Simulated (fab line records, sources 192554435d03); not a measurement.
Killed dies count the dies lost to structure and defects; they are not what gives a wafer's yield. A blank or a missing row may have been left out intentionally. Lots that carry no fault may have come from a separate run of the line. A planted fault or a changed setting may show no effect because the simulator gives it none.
Matching of chambers :: flow n5Finfet :: N5_SPACER0_ALD_07 on aldSin-01: 4 sister chambers
The step deposits SiNx, target thk 2 nm. 20 wafers are shown with their chamber, then 10 later ones without.

## WAFERS, EACH WITH ITS CHAMBER
wafer: L075.3
chamber: 3
heaterPowerW (W): 803

wafer: L075.4
chamber: 1
heaterPowerW (W): 767

wafer: L075.5
chamber: 2
heaterPowerW (W): 820

wafer: L077.1
chamber: 1
heaterPowerW (W): 779

wafer: L077.4
chamber: 2
heaterPowerW (W): 783

wafer: L077.6
chamber: 1
heaterPowerW (W): 764

wafer: L078.3
chamber: 3
heaterPowerW (W): 793

wafer: L078.5
chamber: 1
heaterPowerW (W): 776

wafer: L078.6
chamber: 2
heaterPowerW (W): 812

wafer: L079.1
chamber: 3
heaterPowerW (W): 796

wafer: L079.2
chamber: 0
heaterPowerW (W): 691

wafer: L079.6
chamber: 2
heaterPowerW (W): 817

wafer: L081.2
chamber: 1
heaterPowerW (W): 758

wafer: L081.4
chamber: 0
heaterPowerW (W): 722

wafer: L081.5
chamber: 3
heaterPowerW (W): 784

wafer: L083.1
chamber: 3
heaterPowerW (W): 806

wafer: L083.2
chamber: 0
heaterPowerW (W): 686

wafer: L083.6
chamber: 2
heaterPowerW (W): 844

wafer: L084.3
chamber: 2
heaterPowerW (W): 852

wafer: L084.5
chamber: 1
heaterPowerW (W): 767

SIGNATURES (averages over the wafers above)
reading: heaterPowerW
chamber 0: 699.67
chamber 1: 768.50
chamber 2: 821.33
chamber 3: 796.40
scatter within a chamber: 16.6
Rule: for a wafer and a chamber, the distance is found by dividing, reading by reading, the gap between the wafer's reading and the chamber's mean by the reading's scatter, squaring, summing and taking the root. If the next closest chamber is less than 2 further off than the closest, the wafer can't be placed; otherwise it belongs to the closest. The scatter: the root of (the sum of the squares of (reading less its chamber's mean) over the shown wafers, divided by (wafers less chambers)).

## WAFERS WITH NO CHAMBER GIVEN
wafer: L084.6
heaterPowerW (W): 816

wafer: L086.1
heaterPowerW (W): 801

wafer: L086.2
heaterPowerW (W): 817

wafer: L086.3
heaterPowerW (W): 707

wafer: L089.3
heaterPowerW (W): 814

wafer: L089.5
heaterPowerW (W): 806

wafer: L089.6
heaterPowerW (W): 777

wafer: L097.1
heaterPowerW (W): 804

wafer: L097.4
heaterPowerW (W): 707

wafer: L097.5
heaterPowerW (W): 826

## EACH ONE'S CHAMBER
wafer: L084.6
from the rows above: can't be placed: 2 or 3
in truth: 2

wafer: L086.1
from the rows above: can't be placed: 3 or 2 or 1
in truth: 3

wafer: L086.2
from the rows above: can't be placed: 2 or 3
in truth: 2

wafer: L086.3
from the rows above: 0
in truth: 0

wafer: L089.3
from the rows above: can't be placed: 2 or 3
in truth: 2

wafer: L089.5
from the rows above: can't be placed: 3 or 2 or 1
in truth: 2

wafer: L089.6
from the rows above: can't be placed: 1 or 3
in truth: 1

wafer: L097.1
from the rows above: can't be placed: 3 or 2 or 1
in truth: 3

wafer: L097.4
from the rows above: 0
in truth: 0

wafer: L097.5
from the rows above: can't be placed: 2 or 3
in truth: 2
Placed correctly: 2 of 10. From these rows, 8 cannot be placed; in 8 the true chamber is one of the candidates. 0 placed wrongly.
